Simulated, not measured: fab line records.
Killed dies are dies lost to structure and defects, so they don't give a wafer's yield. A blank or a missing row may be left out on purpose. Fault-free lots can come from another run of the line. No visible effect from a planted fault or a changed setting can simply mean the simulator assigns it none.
Split-lot trial | flow n5 finfet | 7 lots, 39 wafers read, on a route of 1938 steps

## ABOUT THE SPLIT
At N5_BEOL_M12_SPUTTER_44 (material Ta, target thk 10 nm, time 16.13 s), the setting time s was moved away from the recipe's 16.13 s on 15 of the 39 wafers read, by -55.6% to +45.6%. This setting was run at the recipe's value on the other wafers.

## FROM THE SPLIT TO THE READING: what the file shows between them, 3 steps
- N5_BEOL_M12_SPUTTER_45: material Cu, target thk 80 nm, time 13.33 s
- N5_BEOL_M12_ECD_47: material Cu, target thk 720 nm
- N5_BEOL_M12_ANNEAL_48: time 90 s

## THE READING
barrier field endpoint s, in s, at N5_BEOL_M12_CMP_49 (polishes, stops on SiOC, t overpolish 20.6 s, target thk 320 nm). Fault-free wafers of this fab line usually give 30.4 s, standard deviation 0.72 s.

wafer  | tool, chamber at the split | time s as run, s | against the recipe | barrier field endpoint s, s | against lot-mates on the recipe
L074.4 | pvd sputter-02, -          | 16.13            | recipe             | 30.0                        | -
L074.2 | pvd sputter-02, -          | 7.168            | -55.6%             | 22.1                        | -7.5
L074.3 | pvd sputter-02, -          | 7.168            | -55.6%             | 22.2                        | -7.4
L074.1 | pvd sputter-02, -          | 7.168            | -55.6%             | 22.9                        | -6.7
L074.5 | pvd sputter-02, -          | 16.13            | recipe             | 29.9                        | -
L074.6 | pvd sputter-02, -          | 16.13            | recipe             | 28.9                        | -
L078.2 | pvd sputter-01, -          | 12.35            | -23.4%             | 26.8                        | -4.0
L078.3 | pvd sputter-01, -          | 16.13            | recipe             | 31.3                        | -
L078.1 | pvd sputter-01, -          | 12.35            | -23.4%             | 27.8                        | -3.0
L078.4 | pvd sputter-01, -          | 16.13            | recipe             | 31.0                        | -
L078.6 | pvd sputter-01, -          | 12.35            | -23.4%             | 27.9                        | -2.9
L078.5 | pvd sputter-01, -          | 16.13            | recipe             | 30.1                        | -
L091.3 | pvd sputter-01, -          | 23.49            | +45.6%             | 34.8                        | +5.1
L091.1 | pvd sputter-01, -          | 16.13            | recipe             | 29.0                        | -
L091.2 | pvd sputter-01, -          | 16.13            | recipe             | 29.8                        | -
L091.4 | pvd sputter-01, -          | 16.13            | recipe             | 30.4                        | -
L091.5 | pvd sputter-01, -          | 23.49            | +45.6%             | 34.1                        | +4.4
L091.6 | pvd sputter-01, -          | 23.49            | +45.6%             | 35.1                        | +5.4
L090.4 | pvd sputter-01, -          | 16.13            | recipe             | 29.6                        | -
L090.3 | pvd sputter-01, -          | 16.13            | recipe             | 30.4                        | -
L090.1 | pvd sputter-01, -          | 10.35            | -35.8%             | 26.1                        | -4.2
L090.2 | pvd sputter-01, -          | 16.13            | recipe             | 30.9                        | -
L090.5 | pvd sputter-01, -          | 10.35            | -35.8%             | 25.8                        | -4.5
L090.6 | pvd sputter-01, -          | 10.35            | -35.8%             | 25.1                        | -5.2
L095.1 | pvd sputter-01, -          | 23.25            | +44.1%             | 34.5                        | +4.7
L095.2 | pvd sputter-01, -          | 23.25            | +44.1%             | 34.5                        | +4.7
L095.3 | pvd sputter-01, -          | 16.13            | recipe             | 29.1                        | -
L095.4 | pvd sputter-01, -          | 23.25            | +44.1%             | 34.8                        | +5.0
L095.6 | pvd sputter-01, -          | 16.13            | recipe             | 29.9                        | -
L095.5 | pvd sputter-01, -          | 16.13            | recipe             | 30.3                        | -
L094.2 | pvd sputter-02, -          | 16.13            | recipe             | 30.9                        | -
L094.4 | pvd sputter-02, -          | 16.13            | recipe             | 30.8                        | -
L094.6 | pvd sputter-02, -          | 16.13            | recipe             | 31.4                        | -
L097.2 | pvd sputter-01, -          | 16.13            | recipe             | 32.0                        | -
L097.4 | pvd sputter-01, -          | 16.13            | recipe             | 30.8                        | -
L097.3 | pvd sputter-01, -          | 16.13            | recipe             | 31.3                        | -
L097.1 | pvd sputter-01, -          | 16.13            | recipe             | 30.5                        | -
L097.5 | pvd sputter-01, -          | 16.13            | recipe             | 32.1                        | -
L097.6 | pvd sputter-01, -          | 16.13            | recipe             | 31.3                        | -

THE FIT
A straight line over all 39 wafers: barrier field endpoint s changes by +0.118 s for each +1% of time s; r = +0.96; the points scatter about the line by 0.92 s.
The same after taking each lot's own level away (the mean of its wafers on the recipe; 39 wafers): +0.12 s for each +1%; r = +0.99; scatter 0.54 s.
The reading moves by 6.7 s for the largest change in time s, on that fit.
The lots' own levels span 29.60 to 31.33 s, that is 2.4 times the standard deviation above.
The two slopes are in agreement: the lot-to-lot level therefore moves the slope only a little.
Check: -6.77 s against its lot-mates is what the line predicts for one of the wafers moved furthest among these (-55.6%) when that wafer is left out of the fit. It came out at -7.5 s against them.

## OTHER SPLITS APPLIED TO THESE WAFERS
Other splits were also applied to these wafers ahead of the reading. Each is held against what the fit with the lots' levels taken away leaves over:
other split on the same wafers        | wafers away from the commonest value | r with barrier field endpoint s (lot level and that fit taken away)
N5_BEOL_M4_ETCH_64 time s             | 12                                   | -0.17
N5_BEOL_M5_VIA_ETCH_34 target depth a | 15                                   | -0.15
N5_BEOL_M7_HM_DEP_02 target thk a     | 12                                   | +0.03
N5_BEOL_M10_ALD_74 ald cycles         | 12                                   | -0.21

## THE WHOLE CHAIN: every reading that the file lists as answering this split, in the file's order
step                   | what it does                                                    | reading                                                                           | change (the file's fit)                | r (the file's)
N5_BEOL_M12_SPUTTER_44 | material Ta, target thk 10 nm, time 16.13 s                     | Ta_of_BEOL_M12_SPUTTER_44.thk nm (the simulator's own value, which no gauge read) | +0.0991 nm for each +1% of the setting | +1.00
N5_BEOL_M12_CMP_49     | polishes, stops on SiOC, t overpolish 20.6 s, target thk 320 nm | barrier field endpoint s                                                          | +0.121 s for each +1% of the setting   | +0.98

## FILE'S OWN FIT
barrier field endpoint s changes by +0.121 s for each +1% of time s, r = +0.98.
